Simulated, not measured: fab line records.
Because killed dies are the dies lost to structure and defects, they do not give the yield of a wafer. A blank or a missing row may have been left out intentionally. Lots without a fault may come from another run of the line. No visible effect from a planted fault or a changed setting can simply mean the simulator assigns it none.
The tool behind it: which one?	flow nandHarc	11 lots, 33 wafers sampled, at 5 steps of a route of 1302

## WHAT EACH GAUGE READ, for each wafer
NHARC_END_SORT_01. Usual: killedAtArray 54, standard deviation 17; killedAtOther 0.7, standard deviation 1; killedAtPeriphery 3.7, standard deviation 2.9; killedDies 58, standard deviation 16; killedOpen 3.2, standard deviation 1.9; killedShort 2.2, standard deviation 1.5.
lot	measured	on	killedAtArray	killedAtOther	killedAtPeriphery	killedDies	killedOpen	killedShort	flag
L679	day 28 06:05	prober-01	676 676 675	0 0 1	1 1 1	677 677 677	3 2 5	3 3 3	OFF
L681	day 27 21:37	prober-02	671 672 674	2 2 0	4 3 3	677 677 677	1 6 5	1 0 0	OFF
L686	day 30 12:35	prober-01	33 48 44	0 0 0	7 6 5	40 54 49	5 4 8	3 6 2	

## WHICH TOOL RAN EACH LOT (tool, then ch and the chambers of the sampled wafers, then the start)
lot	NHARC_A_STAIRCASE_TRIM_187	NHARC_A_STAIRCASE_ETCH_197	NHARC_A_STAIRCASE_ETCH_199	NHARC_A_STAIRCASE_TRIM_202
L672	rieDiel-09 ch 0,3, day 16 05:01	rieDiel-09 ch 0,1,3, day 16 10:11	rieDiel-09 ch 1,3, no start	rieDiel-09 ch 0,2,3, no start
L673	rieDiel-13 ch 0,2,3, day 16 18:18	rieDiel-13 ch 2,3, day 16 19:31	rieDiel-13 ch 2,3, no start	rieDiel-13 ch 0,3, no start
L675	rieDiel-13 ch 0,2,3, day 16 23:05	rieDiel-13 ch 0,1,3, day 17 03:16	rieDiel-13 ch 0,1,3, no start	rieDiel-13 ch 0,1,3, no start
L679	rieDiel-04 ch 1,2,3, day 18 21:44	rieDiel-04 ch 1,2,3, day 18 23:49	rieDiel-04 ch 2,3, day 28 06:05 or earlier	rieDiel-04 ch 0,2, day 28 06:05 or earlier
L681	rieDiel-09 ch 1,2,3, day 19 03:59	rieDiel-13 ch 0,1,3, day 19 05:34	rieDiel-13 ch 0,2,3, day 27 21:37 or earlier	rieDiel-13 ch 0,1,3, day 27 21:37 or earlier
L680	rieDiel-04 ch 0,2,3, day 19 09:22	rieDiel-13 ch 1,2, day 19 12:02	rieDiel-13 ch 0,1, no start	rieDiel-13 ch 0,1,2, no start
L686	rieDiel-04 ch 0,2,3, day 21 18:19	rieDiel-13 ch 0,2,3, day 21 22:35	rieDiel-13 ch 0,3, day 30 12:35 or earlier	rieDiel-13 ch 0,1, day 30 12:35 or earlier
L690	rieDiel-13 ch 0,1,2, day 23 09:43	rieDiel-09 ch 2,3, day 23 11:03	rieDiel-09 ch 0,1,2, no start	rieDiel-09 ch 0,3, no start
L692	rieDiel-04 ch 0,1,2, day 24 05:50	rieDiel-04 ch 0,1, day 24 07:02	rieDiel-04 ch 0,1, no start	rieDiel-04 ch 0,1,3, no start
L693	rieDiel-13 ch 1,2,3, day 24 13:41	rieDiel-13 ch 1,2,3, day 24 14:58	rieDiel-13 ch 0,3, no start	rieDiel-13 ch 1,2, no start
L695	rieDiel-04 ch 0,3, day 25 16:56	rieDiel-04 ch 0,1,2, day 25 18:08	rieDiel-04 ch 0,3, no start	rieDiel-04 ch 1,2,3, no start
- NHARC_A_STAIRCASE_TRIM_187: chemistry O2, time 211.2 s.
- NHARC_A_STAIRCASE_ETCH_197: etches the open film in C4F8/O2, target depth 100 nm, time 40.5 s.
- NHARC_A_STAIRCASE_ETCH_199: etches the open film in C4F8/O2, target depth 100 nm, time 40.5 s.
- NHARC_A_STAIRCASE_TRIM_202: chemistry O2, time 211.2 s.

## AS READ BY THE TOOLS THEMSELVES (means over the sampled wafers that have a number; for cases with no such wafer, the mark the record gives instead)
NHARC_A_STAIRCASE_TRIM_187. Usual: drypumpMotorCurrentA 5.7 A, standard deviation 0.32; oesProductAu 1.000 a.u., standard deviation 0.016; rfVppV 57.7 V, standard deviation 0.88; showerheadPlenumPTorr 3.52 Torr, standard deviation 0.17; throttleValvePct 17.037 %, standard deviation 0.0087.
lot	tool	drypumpMotorCurrentA (A)	oesProductAu (a.u.)	rfVppV (V)	showerheadPlenumPTorr (Torr)	throttleValvePct (%)	flag
L672	rieDiel-09	5.6	0.995	57.2	3.56	17.032	
L673	rieDiel-13	5.3	1.001	58.1	3.64	17.045	
L675	rieDiel-13	5.3	1.001	58.3	3.64	17.033	
L679	rieDiel-04	5.7	0.997	57.5	3.38	17.043	
L681	rieDiel-09	5.9	1.000	56.8	3.49	17.037	
L680	rieDiel-04	5.8	1.003	57.8	3.46	17.028	
L686	rieDiel-04	5.8	1.007	57.5	3.45	17.025	
L690	rieDiel-13	5.5	1.011	58.1	3.48	17.039	
L692	rieDiel-04	5.6	0.991	57.6	3.66	17.028	
L693	rieDiel-13	5.5	1.009	58.6	3.54	17.034	
L695	rieDiel-04	6.0	1.015	56.8	3.46	17.031	

NHARC_A_STAIRCASE_ETCH_197. Usual: biasW 1000.2 W, standard deviation 2.7; chamberPressureMTorr 25.001 mTorr, standard deviation 0.024; oesProductAu 0.949 a.u., standard deviation 0.021; rfVppV 896 V, standard deviation 5.8.
lot	tool	biasW (W)	chamberPressureMTorr (mTorr)	oesProductAu (a.u.)	rfVppV (V)	flag
L672	rieDiel-09	1000.7	25.012	0.949	896	
L673	rieDiel-13	998.4	25.003	0.934	903	
L675	rieDiel-13	1000.2	24.994	0.931	896	
L679	rieDiel-04	-	-	-	-	OFF
L681	rieDiel-13	-	-	-	-	OFF
L680	rieDiel-13	1001.6	25.003	0.974	897	
L686	rieDiel-13	1002.9	24.979	0.925	899	
L690	rieDiel-09	998.3	25.011	0.976	894	
L692	rieDiel-04	1001.4	24.983	0.946	896	
L693	rieDiel-13	999.2	24.993	0.946	897	
L695	rieDiel-04	998.6	24.971	0.946	900	

NHARC_A_STAIRCASE_ETCH_199. Usual: biasW 1000 W, standard deviation 3.2; chamberPressureMTorr 24.996 mTorr, standard deviation 0.024; oesProductAu 0.944 a.u., standard deviation 0.017; rfVppV 897 V, standard deviation 6.
lot	tool	biasW (W)	chamberPressureMTorr (mTorr)	oesProductAu (a.u.)	rfVppV (V)	flag
L672	rieDiel-09	1001	25.000	0.956	893	
L673	rieDiel-13	1001	24.974	0.941	903	
L675	rieDiel-13	1001	24.984	0.942	896	
L679	rieDiel-04	1001	24.994	0.935	888	
L681	rieDiel-13	1004	25.005	0.945	899	
L680	rieDiel-13	999	24.974	0.943	890	
L686	rieDiel-13	1000	24.997	0.918	900	
L690	rieDiel-09	997	24.986	0.937	899	
L692	rieDiel-04	999	24.978	0.947	896	
L693	rieDiel-13	1002	25.005	0.951	900	
L695	rieDiel-04	998	24.998	0.970	898	

NHARC_A_STAIRCASE_TRIM_202. Usual: drypumpMotorCurrentA 5.7 A, standard deviation 0.34; oesProductAu 1.000 a.u., standard deviation 0.015; rfVppV 57.8 V, standard deviation 0.89; showerheadPlenumPTorr 3.53 Torr, standard deviation 0.16; throttleValvePct 17.037 %, standard deviation 0.0092.
lot	tool	drypumpMotorCurrentA (A)	oesProductAu (a.u.)	rfVppV (V)	showerheadPlenumPTorr (Torr)	throttleValvePct (%)	flag
L672	rieDiel-09	5.9	1.002	58.6	3.62	17.032	
L673	rieDiel-13	5.5	1.000	57.2	3.60	17.035	
L675	rieDiel-13	5.6	0.999	58.3	3.54	17.046	
L679	rieDiel-04	5.6	0.992	57.7	3.44	17.044	
L681	rieDiel-13	5.5	0.995	56.9	3.53	17.033	
L680	rieDiel-13	5.6	1.006	57.3	3.50	17.028	
L686	rieDiel-13	5.7	1.019	57.2	3.45	17.031	
L690	rieDiel-09	5.6	1.012	58.0	3.53	17.033	
L692	rieDiel-04	5.8	1.008	57.4	3.50	17.034	
L693	rieDiel-13	5.4	1.013	58.0	3.52	17.036	
L695	rieDiel-04	5.7	0.994	58.0	3.53	17.042	

## THE ANSWER, worked out from the rows above alone
Rule: lot off if the mean of its wafers having a number is beyond 3 standard deviations from the usual mean. A lot without any number at a reading at which 4 lots or more have one is off too. The other lots that the step has rows for count as sound. First the gauges in route order, then the tools' own readings, where a lot's mean is used as printed above. The first step at which some lot is off is used, and at that step the reading that is off furthest; a lot without a number counts as furthest.
Off, at NHARC_END_SORT_01 on killedDies: L679, L681. Neither off nor sound, because the step has no rows for them: L672, L673, L675, L680, L690, L692, L693, L695.
If a tool, at a process step before that reading, ran all the lots that are off and no sound lot after the first of them, it fits. The gauges at NHARC_END_SORT_01 aren't tried: what is off there is off at NHARC_A_STAIRCASE_ETCH_197 too, on other tools, and a gauge's error can't cause that. NHARC_A_STAIRCASE_ETCH_199 gives no start for some lots, so the hours and the order of its lots are those of NHARC_END_SORT_01. NHARC_A_STAIRCASE_TRIM_202 gives no start for some lots, so the hours and the order of its lots are those of NHARC_END_SORT_01. None of those tried fits.

## WHAT HAD BEEN PUT IN BY THE SIMULATOR
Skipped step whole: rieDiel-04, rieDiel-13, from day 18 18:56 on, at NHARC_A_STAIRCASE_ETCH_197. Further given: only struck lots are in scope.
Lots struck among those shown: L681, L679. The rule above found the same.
